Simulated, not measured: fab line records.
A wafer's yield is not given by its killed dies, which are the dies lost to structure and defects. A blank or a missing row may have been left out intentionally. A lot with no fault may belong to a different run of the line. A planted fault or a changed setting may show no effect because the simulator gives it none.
fab line records + flow n5Finfet
record
- lots=4
- wafers=12
- lastDay=19
route steps=1938 shown ILD0@335 SDB@347 PASSIVATION@1936
lots untouched by any fault: they come from a run of this same line in which no faults occurred
startH: hours from the record's opening day to when the first of the lot's shown wafers began + waitH: time in hours since the lot's previous step + " unchanged from the row above + L1.1+2: one row covering several wafers at once + - no value, or no start given + * or withheld: withheld + < > ~ a bound
route shown NAME@n: NAME is a module with steps in the file, n the number in the route of the first one + usual: the fault-free wafers' mean and standard deviation + same: alike in all rows + chamber/n: place in a boat + sites: the reading at each site + _std_site: how widely they spread, as a standard deviation + _edge_site: outer sites' mean less inner sites' + radiusMm: for every site, how far away it sits from the centre of the wafer + mask NAME#n: copy n + behind: tool/chamber where the wafer was last shaped + hold: why the lot was held/for how many hours/how that ended + device: whichever transistor did not switch (one of n, p or np) + end of line: the same wafers' tests at the end of the route + step lacking rows: just its recipe + killed: dies lost to structure and defects at the first sort, not the wafer's yield + map: a wafer's dies, marking killed ones x, the rest . and places with no die _
set.NAME: the setting as run; set.NAME@STEP: as run at that earlier step + model.NAME: the simulator's own value behind a step, which no gauge read
lots seen at some steps along the route; tables by step, rows by wafer
services: when a tool's chamber went out of use (startH, in hours from the record's first day, below 0 if earlier), for how many hours, and the reason
## steps
# step N5_ILD0_LINER_00
# recipe
- material=SiNx
- targetThkA=40
- tempC=400
- aldPrecursorFamily=SiH2I2
- aldCoReactant=N2/H2-plasma
- pulseTimeS=1
- purgeTimeS=2
- coReactantPurgeTimeS=2
- aldCycles=80
- pressureTorr=2
# step N5_ILD0_FCVD_FILL_01
# recipe
- material=SiO2_flowable
- targetThkA=2000
- tempC=100
- pressureTorr=0.8
- rfW=2000
- timeS=328.3
# step N5_ILD0_CURE_02
# recipe
- tempC=450
- timeS=1800
- ambient=steam
- idleTempC=400
- rampUpCPerMin=5
- rampDownCPerMin=3
- densificationPH2oTorr=640
# step N5_ILD0_CMP_03
# recipe
- stopOn=SiNx
- tOverpolishS=1.9
- postCmpClean=alkalineBrush
- downForcePsi=4.1491
- platenRpm=51.796
- padVelocityMS=1.0306
- targetThkNm=197.38
# step N5_ILD0_CMP_07
# recipe
- stopOn=poly-Si
- material=SiO2_flowable
- tOverpolishS=1.18
- postCmpClean=alkalineBrush
- downForcePsi=4.1491
- platenRpm=51.796
- padVelocityMS=1.0306
- targetThkNm=138.88
# step N5_ILD0_PRECLEAN_10
# recipe
- chemistry=NF3:NH3
- afsCycles=5
- timeS=20
- tempC=30
- sublimationTempC=180
- sublimationTimeS=60
- pressureTorr=3
- rfPowerW=30
# step N5_ILD0_ALD_15
# recipe
- material=SiNx
- targetThkA=240
- tempC=400
- aldPrecursorFamily=SiH2I2
- aldCoReactant=N2/H2-plasma
- pulseTimeS=1
- aldCycles=480
- purgeTimeS=2
- coReactantPurgeTimeS=2
- pressureTorr=2
# step N5_ILD0_CMP_12
# recipe
- stopOn=poly-Si
- material=SiNx
- tOverpolishS=6
- postCmpClean=alkalineBrush
- downForcePsi=2.5
- platenRpm=51.8
- padVelocityMS=1.0307
- targetThkNm=17.67
# step N5_SDB_HM_DEP_00
# recipe
- material=SiNx
- targetThkA=400
- tempC=400
- precursor=SiH4/NH3/N2
- pressureTorr=1.5
- rfW=300
- timeS=35.3
# usual
- heaterPowerOuterW=494/53
- heaterPowerW=789/84
- showerheadPlenumPTorr=5.14/0.06
- throttleValvePct=39.8/2.6
| lot.wafer | tool     | chamber | startH | waitH | heaterPowerOuterW | heaterPowerW | showerheadPlenumPTorr | sinceWetCleanH | throttleValvePct | model.SiNx_of_SDB_HM_DEP_00.thkNm |
|-----------|----------|---------|--------|-------|-------------------|--------------|-----------------------|----------------|------------------|-----------------------------------|
| L710.3    | pecvd-04 | 1       | 83.49  | 0.0   | 488               | 683          | 5.07                  | 1875           | 42.2             | 40                                |
| L710.4    | "        | 2       | "      | "     | 481               | 810          | 5.19                  | -              | 38.6             | 39.8                              |
| L710.6    | "        | 0       | "      | "     | 610               | 906          | 5.07                  | -              | 44.9             | 40.4                              |
| L716.2    | pecvd-04 | 0       | 119.85 | 0.0   | 583               | 907          | 5.07                  | 1186           | 45.2             | 25.8                              |
| L716.3    | "        | 1       | "      | "     | 474               | 676          | 5.08                  | 1911           | 42.0             | 39                                |
| L716.5    | "        | 1       | "      | "     | 486               | 698          | 5.07                  | -              | 42.2             | 40.4                              |
| L718.1    | pecvd-04 | 1       | 130.50 | 0.0   | 429               | 602          | 5.08                  | 1922           | 42.0             | 39.6                              |
| L718.3    | "        | 2       | "      | "     | 403               | 700          | 5.20                  | 443            | 38.7             | 39.6                              |
| L718.6    | "        | 1       | "      | "     | 415               | 619          | 5.07                  | -              | 42.2             | 26.6                              |
| L730.2    | pecvd-02 | 0       | 207.07 | 0.0   | 459               | 803          | 5.06                  | 730            | 38.3             | 39.4                              |
| L730.4    | "        | 1       | "      | "     | 466               | 830          | 5.16                  | -              | 42.2             | 40.4                              |
| L730.5    | "        | 1       | "      | "     | 485               | 844          | 5.16                  | -              | 42.0             | 40.2                              |
# step N5_SDB_COAT_03
# recipe
- resist=SOC
- tempC=250
- timeS=60
- spinRpm=1500
- resistThkNm=100
# step N5_SDB_COAT_04
# recipe
- resist=SiARC
- tempC=220
- timeS=60
- spinRpm=1500
- resistThkNm=18
# step N5_SDB_COAT_05
# recipe
- resist=CAR-ArF
- spinRpm=1500
- resistThkNm=90
# step N5_SDB_EBR_07
# recipe
- solvent=PGMEA
- ebrWidthMm=1.5
# step N5_SDB_SOFTBAKE_06
# recipe
- tempC=110
- timeS=60
- resist=CAR-ArF
# step N5_SDB_EXPOSE_08
# recipe
- maskId=SDB
- na=1.35
- sourceShape=conventional
- sigmaOuter=0.5
- polarization=unpolarized
- doseMj=49.6
# step N5_SDB_PEB_09
# recipe
- pebTempC=withheld
- pebTimeS=60
- resist=CAR-ArF
# step N5_SDB_DEVELOP_10
# recipe
- developTimeS=30
- developer=TMAH
- resist=CAR-ArF
- rinseLiquid=diw
- dry=airSpin
- devTempC=23
# step N5_SDB_DESCUM_16
# recipe
- chemistry=O2
- timeS=7.9
- sourcePowerW=50
- biasPowerW=20
- pressureMtorr=20
- rfFrequencyHz=2.712e+07
- tempC=40
- resist=CAR-ArF
- o2FlowSccm=225
# step N5_SDB_ETCH_17
# recipe
- chemistry=CF4
- target=SiARC
- targetDepthA=234
- maskMaterial=CAR-ArF
- timeS=39
- ionEnergyEv=80
- pressureMtorr=40
- sourceW=545
- biasW=36
- Ar_flow_sccm=100
- cf4FlowSccm=100
- ends=cleared
# step N5_SDB_ETCH_18
# recipe
- chemistry=N2/H2
- target=SOC
- targetDepthA=1000
- overetchA=200
- maskMaterial=SiARC
- tempC=40
- timeS=150
- ionEnergyEv=200
- pressureMtorr=30
- sourceW=840
- biasW=150
- n2FlowSccm=200
- h2FlowSccm=200
# step N5_SDB_STRIP_19
# recipe
- chemistry=N2/H2
- tempC=40
- n2FlowSccm=200
- h2FlowSccm=200
- rfFrequencyHz=6e+07
# step N5_SDB_STRIP_21
# recipe
- chemistry=CF4
- resist=SiARC
- powerW=300
- biasPowerW=75
- pressureMtorr=50
- cf4FlowSccm=150
- rfFrequencyHz=6e+07
# step N5_SDB_HM_OPEN_20
# recipe
- chemistry=CH3F/O2
- target=SiNx
- maskMaterial=SOC
- targetDepthA=240
- stopOn=poly-Si
- overEtchFrac=0.4
- ionEnergyEv=120
- pressureMtorr=30
- sourceW=395
- biasW=73
- Ar_flow_sccm=150
- CH3F_flow_sccm=30
- O2_flow_sccm=20
# usual
- drypumpMotorCurrentA=5.7/0.42
- oesProductAu=0.62/0.067
- rfVppV=297/5.6
- showerheadPlenumPTorr=2.01/0.066
- throttleValvePct=16.43/0.27
| lot.wafer | tool       | chamber | startH | waitH | drypumpMotorCurrentA | oesProductAu | rfHoursCounterH | rfVppV | showerheadPlenumPTorr | throttleValvePct | model.etch.depthNm |
|-----------|------------|---------|--------|-------|----------------------|--------------|-----------------|--------|-----------------------|------------------|--------------------|
| L710.3    | rieDiel-01 | 1       | 84.26  | 0.0   | 6.1                  | 0.82         | 0               | 306    | 2.06                  | 16.02            | 24.02              |
| L710.4    | "          | 0       | "      | "     | 5.2                  | 0.69         | -               | 302    | 2.10                  | 16.19            | 23.79              |
| L710.6    | "          | 1       | "      | "     | 6.1                  | 0.82         | -               | 307    | 2.06                  | 16.02            | 24.41              |
| L716.2    | rieDiel-01 | 0       | 120.61 | 0.0   | 5.2                  | 0.46         | 77              | 301    | 2.10                  | 16.21            | 9.767              |
| L716.3    | "          | 2       | "      | "     | 5.5                  | 0.73         | 19              | 306    | 2.04                  | 16.05            | 23.03              |
| L716.5    | "          | 3       | "      | "     | 5.7                  | 0.58         | -               | 288    | 1.89                  | 17.00            | 24.47              |
| L718.1    | rieDiel-01 | 2       | 131.34 | 0.0   | 5.5                  | 0.75         | 23              | 304    | 2.04                  | 16.06            | 23.5               |
| L718.3    | "          | 1       | "      | "     | 6.1                  | 0.75         | 19              | 306    | 2.05                  | 16.06            | 23.58              |
| L718.6    | "          | 1       | "      | "     | 6.1                  | 0.52         | -               | 305    | 2.05                  | 16.05            | 10.53              |
| L730.2    | rieDiel-03 | 2       | 207.89 | 0.0   | 5.2                  | 0.55         | 266             | 294    | 1.98                  | 16.76            | 23.32              |
| L730.4    | "          | 0       | "      | "     | 6.2                  | 0.57         | -               | 303    | 2.06                  | 16.61            | 24.35              |
| L730.5    | "          | 2       | "      | "     | 5.2                  | 0.55         | -               | 293    | 1.98                  | 16.76            | 24.3               |
# step N5_SDB_STRIP_22
# recipe
- chemistry=N2/H2
- powerW=1000
- tempC=250
- h2Frac=0.65
- overashFraction=0.3
- pressureMtorr=withheld
- n2FlowSccm=1750
- h2FlowSccm=3250
# step N5_SDB_PRECLEAN_23
# recipe
- chemistry=dHF
- timeS=30
- tempC=25
- dilution=withheld
# step N5_SDB_DUMMY_REMOVE_24
# recipe
- chemistry=TMAH
- tempC=70
- target=poly-Si
- stopOn=SiO2
- targetDepthNm=142
- concWtPct=5
- timeS=57
- dry=ipaMarangoni
- rinseTimeS=30
- rinseTempC=23
# step N5_SDB_ETCH_25
# recipe
- chemistry=C4F6/O2
- target=SiO2
- targetDepthA=100
- timeS=3.3
- ionEnergyEv=250
- maskMaterial=SiNx
- pressureMtorr=30
- sourceW=345
- biasW=185
- Ar_flow_sccm=300
- C4F6_flow_sccm=10
- O2_flow_sccm=10
# step N5_SDB_CUT_ETCH_26
# recipe
- chemistry=HBr/Cl2/O2
- target=Si
- targetDepthA=1296
- btTimeS=20
- maskMaterial=SiNx
- timeS=51.8
- ionEnergyEv=*
- biasW=*
- pressureMtorr=10
- icpW=800
- HBr_flow_sccm=150
- Cl2_flow_sccm=80
- O2_flow_sccm=12
# step N5_SDB_PRECLEAN_38
# recipe
- chemistry=dHF
- timeS=10
- dilution=750:1
- tempC=25
# usual
- bathHeatDutyPct=6.2/0.89
| lot.wafer | tool        | chamber | startH | waitH | bathHeatDutyPct | model.SiNx_of_SDB_HM_DEP_00.thkNm |
|-----------|-------------|---------|--------|-------|-----------------|-----------------------------------|
| L710.3    | wetBench-04 | 6       | 84.76  | 0.1   | 6.4             | 21.6                              |
| L710.4    | "           | 2       | "      | "     | 5.2             | 21.8                              |
| L710.6    | "           | 5       | "      | "     | 5.4             | 22.6                              |
| L716.2    | wetBench-01 | 0       | 121.21 | 0.1   | 5.7             | 8.2                               |
| L716.3    | "           | 7       | "      | "     | 6.7             | 21.2                              |
| L716.5    | "           | 6       | "      | "     | 6.1             | 22.6                              |
| L718.1    | wetBench-01 | 2       | 131.85 | 0.1   | 4.9             | 22                                |
| L718.3    | "           | 3       | "      | "     | 5.6             | 21.2                              |
| L718.6    | "           | 4       | "      | "     | 7.4             | 9.2                               |
| L730.2    | wetBench-04 | 1       | 208.40 | 0.1   | 7.7             | 21.4                              |
| L730.4    | "           | 3       | "      | "     | 6.2             | 22.4                              |
| L730.5    | "           | 4       | "      | "     | 6.1             | 22.6                              |
# step N5_SDB_PRECLEAN_39
# recipe
- chemistry=O3/DIW
- timeS=45
- tempC=22
- o3Ppm=10
# step N5_PASSIVATION_PROBE_49
# usual
- killed_at_M0_to_M3=33/9.9
- killed_at_M4_up=14/6.4
- killedAtContacts=12/7
- killedAtFrontEnd=41/13
- killedAtOther=3.1/2.9
- killedDies=103/20
- killedOnRim=13/4
- killedOpen=67/14
- killedShort=34/9.4
# same
- grossDies=1180
- killedAtBackSide=0
| lot.wafer | tool      | chamber | startH | waitH | killed_at_M0_to_M3 | killed_at_M4_up | killedAtContacts | killedAtFrontEnd | killedAtOther | killedDies | killedOnRim | killedOpen | killedShort |
|-----------|-----------|---------|--------|-------|--------------------|-----------------|------------------|------------------|---------------|------------|-------------|------------|-------------|
| L710.3    | prober-02 | -       | 279.27 | 0.1   | 41                 | 11              | 8                | 57               | 1             | 118        | 6           | 71         | 46          |
| L710.4    | prober-02 | -       | 279.32 | 0.2   | 33                 | 15              | 6                | 50               | 1             | 105        | 10          | 76         | 27          |
| L710.6    | prober-02 | -       | 279.42 | 0.3   | 48                 | 18              | 3                | 41               | 1             | 111        | 9           | 74         | 36          |
| L718.1    | prober-02 | -       | 317.36 | 0.0   | 43                 | 20              | 5                | 50               | 3             | 121        | 20          | 77         | 37          |
| L718.3    | prober-02 | -       | 317.46 | 0.1   | 23                 | 31              | 8                | 33               | 3             | 98         | 12          | 68         | 29          |
| L718.6    | prober-02 | -       | 317.61 | 0.3   | 25                 | 17              | 13               | 60               | 0             | 115        | 18          | 63         | 42          |
| L716.2    | prober-01 | -       | 319.07 | 0.1   | 29                 | 21              | 10               | 41               | 3             | 104        | 15          | 60         | 41          |
| L716.3    | prober-01 | -       | 319.12 | 0.1   | 32                 | 5               | 4                | 72               | 2             | 115        | 15          | 68         | 47          |
| L716.5    | prober-01 | -       | 319.22 | 0.2   | 32                 | 17              | 20               | 32               | 2             | 103        | 16          | 82         | 21          |
| L730.2    | prober-02 | -       | 461.85 | 0.1   | 28                 | 14              | 9                | 36               | 2             | 89         | 13          | 61         | 26          |
| L730.4    | prober-02 | -       | 461.95 | 0.2   | 33                 | 17              | 10               | 49               | 6             | 115        | 14          | 80         | 35          |
| L730.5    | prober-02 | -       | 462.00 | 0.2   | 38                 | 18              | 2                | 42               | 3             | 103        | 11          | 68         | 32          |
# killed by level:class
L710.3 STI_FIN_REVEAL:geometricParticle:open=17 BEOL_M0_SAQP:geometricParticle:short=11 GATE_CUT:geometricParticle:short=9 FIN_SAQP:geometricParticle:short=8 BEOL_M2:geometricParticle:open=8 BEOL_M3:geometricParticle:open=8 FIN_SAQP:geometricParticle:open=7 BEOL_M4:geometricParticle:open=7
L710.4 STI_FIN_REVEAL:geometricParticle:open=15 GATE_CUT:geometricParticle:open=9 GATE_CUT:geometricParticle:short=8 BEOL_M0_SAQP:geometricParticle:open=8 BEOL_M2:geometricParticle:open=7 BEOL_M4:geometricParticle:open=7 BEOL_M3:geometricParticle:open=6 BEOL_M1:geometricParticle:open=5
L710.6 STI_FIN_REVEAL:geometricParticle:open=15 BEOL_M1:geometricParticle:open=11 BEOL_M0_SAQP:geometricParticle:short=10 GATE_CUT:geometricParticle:short=8 BEOL_M4:geometricParticle:open=8 BEOL_M3:geometricParticle:open=7 BEOL_M0_SAQP:geometricParticle:open=6 BEOL_M2:geometricParticle:open=6
L718.1 FIN_SAQP:geometricParticle:open=14 BEOL_M0_SAQP:geometricParticle:short=12 BEOL_M4:geometricParticle:open=11 BEOL_M1:geometricParticle:open=10 FIN_SAQP:geometricParticle:short=7 BEOL_M2:geometricParticle:open=6 HKMG_FIN:areaEtch=6 MOL_CONTACT_COAG:geometricParticle:open=5
L718.3 BEOL_M4:geometricParticle:open=21 FIN_SAQP:geometricParticle:open=7 FIN_SAQP:geometricParticle:short=6 BEOL_M0_SAQP:geometricParticle:open=6 BEOL_M2:geometricParticle:open=6 MOL_CONTACT_COAG:geometricParticle:short=5 DUMMY_GATE:geometricParticle:open=4 GATE_CUT:geometricParticle:open=4
L718.6 FIN_SAQP:geometricParticle:short=16 FIN_SAQP:geometricParticle:open=12 BEOL_M4:geometricParticle:open=11 MOL_CONTACT_COAG:geometricParticle:open=10 BEOL_M2:geometricParticle:open=10 HKMG_FIN:areaEtch=10 STI_FIN_REVEAL:geometricParticle:open=6 STARTING-WAFER:geometricParticle:short=5
L716.2 FIN_SAQP:geometricParticle:short=12 FIN_SAQP:geometricParticle:open=10 BEOL_M4:geometricParticle:open=9 BEOL_M1:geometricParticle:open=7 MOL_CONTACT_COAG:geometricParticle:short=6 BEOL_M0_SAQP:geometricParticle:open=5 BEOL_M3:geometricParticle:open=5 STARTING-WAFER:geometricParticle:short=5
L716.3 FIN_SAQP:geometricParticle:short=30 FIN_SAQP:geometricParticle:open=17 BEOL_M0_SAQP:geometricParticle:open=8 BEOL_M3:geometricParticle:open=8 DUMMY_GATE:geometricParticle:open=6 BEOL_M2:geometricParticle:open=6 STI_FIN_REVEAL:geometricParticle:open=5 BEOL_M1:geometricParticle:open=5
L716.5 MOL_CONTACT_COAG:geometricParticle:open=18 FIN_SAQP:geometricParticle:open=11 BEOL_M3:geometricParticle:open=8 BEOL_M0_SAQP:geometricParticle:open=8 BEOL_M1:geometricParticle:open=7 BEOL_M4:geometricParticle:open=7 ILD0:geometricParticle:open=4 STI_FIN_REVEAL:geometricParticle:open=3
L730.2 FIN_SAQP:geometricParticle:open=9 FIN_SAQP:geometricParticle:short=7 STI_FIN_REVEAL:geometricParticle:open=7 MOL_CONTACT_COAG:geometricParticle:open=7 BEOL_M1:geometricParticle:open=5 BEOL_M2:geometricParticle:open=5 BEOL_M5:geometricParticle:open=5 BEOL_M2:geometricParticle:short=4
L730.4 FIN_SAQP:geometricParticle:open=16 BEOL_M0_SAQP:geometricParticle:open=9 BEOL_M1:geometricParticle:open=9 MOL_CONTACT_COAG:geometricParticle:open=8 STI_FIN_REVEAL:geometricParticle:open=7 FIN_SAQP:geometricParticle:short=6 BEOL_M0_SAQP:geometricParticle:short=6 DUMMY_GATE:geometricParticle:open=5
L730.5 BEOL_M0_SAQP:geometricParticle:open=13 BEOL_M0_SAQP:geometricParticle:short=10 BEOL_M4:geometricParticle:open=7 STI_FIN_REVEAL:geometricParticle:open=6 BEOL_M3:geometricParticle:open=6 DUMMY_GATE:geometricParticle:open=5 BEOL_M1:geometricParticle:open=5 FIN_SAQP:geometricParticle:short=4
## services
| tool       | chamber | startH | hours | kind                         |
|------------|---------|--------|-------|------------------------------|
| rieDiel-03 | 3       | 60.64  | 132.0 | repair                       |
| pecvd-02   | 1       | 65.58  | 11.0  | repair                       |
| rieDiel-01 | 1       | 67.45  | -     | clean                        |
| rieDiel-01 | 1       | 67.45  | -     | consumableReplace:focusRing  |
| rieDiel-01 | 1       | 67.45  | 16.1  | scheduledDown                |
| rieDiel-01 | 1       | 67.45  | 16.1  | ventCycle                    |
| rieDiel-01 | 2       | 79.65  | 27.8  | repair                       |
| pecvd-02   | 1       | 89.46  | 16.5  | scheduledDown                |
| pecvd-04   | -       | 131.73 | 0.5   | repair                       |
| rieDiel-01 | 3       | 137.47 | -     | clean                        |
| rieDiel-01 | 3       | 137.47 | -     | consumableReplace:focusRing  |
| rieDiel-01 | 3       | 137.47 | -     | consumableReplace:showerhead |
| rieDiel-01 | 3       | 137.47 | 16.5  | scheduledDown                |
| rieDiel-01 | 3       | 137.47 | 16.5  | ventCycle                    |
| pecvd-04   | 0       | 165.96 | 12.2  | repair                       |
| rieDiel-03 | 1       | 192.64 | -     | clean                        |
| rieDiel-03 | 1       | 192.64 | -     | consumableReplace:focusRing  |
| rieDiel-03 | 1       | 192.64 | 15.9  | scheduledDown                |
| rieDiel-03 | 1       | 192.64 | 15.9  | ventCycle                    |
| pecvd-02   | 2       | 202.38 | -     | clean                        |
| pecvd-02   | 2       | 202.38 | -     | consumableReplace:showerhead |
| pecvd-02   | 2       | 202.38 | 29.0  | scheduledDown                |
| pecvd-02   | 2       | 202.38 | 29.0  | ventCycle                    |
## key
firstSign none at tools or gauges
modelEffect
- step=N5_SDB_HM_DEP_00
- value=SiNx_of_SDB_HM_DEP_00.thkNm
- without=39.6
- struck=26.2
modelEffect
- step=N5_SDB_HM_OPEN_20
- value=etch.depthNm
- without=23.59
- struck=10.15
modelEffect
- step=N5_SDB_PRECLEAN_38
- value=SiNx_of_SDB_HM_DEP_00.thkNm
- without=22
- struck=8.7
metAt N5_SDB_HM_DEP_00
struckWafers L716.2,L718.6
testerLeftOut L716,L718
baselineLoss
- step=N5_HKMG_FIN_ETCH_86
- wafers=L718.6
onsetBetween 83.49 119.85
fault
- kind=processParameterDrift
- tool=pecvd-04
- chamber=-
- onsetH=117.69
- steps=N5_SDB_HM_DEP_00
- channel=timeS
- offset=*
- shape=step
- endH=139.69
- scope=struckWafersOnly
- actsIn=*
- stated=*
# testerLeftOut: of these lots the tester's yield and bins aren't shown, on N5 and GAA mostly nor the transistor test; their killed dies are dies lost to structure and defects alone, not to doping, threshold or leakage, so they don't give the yield
# baselineLoss: these wafers lose ten dies or more at that step, a loss of the line's own and not of a fault; the sort's usual values leave them out
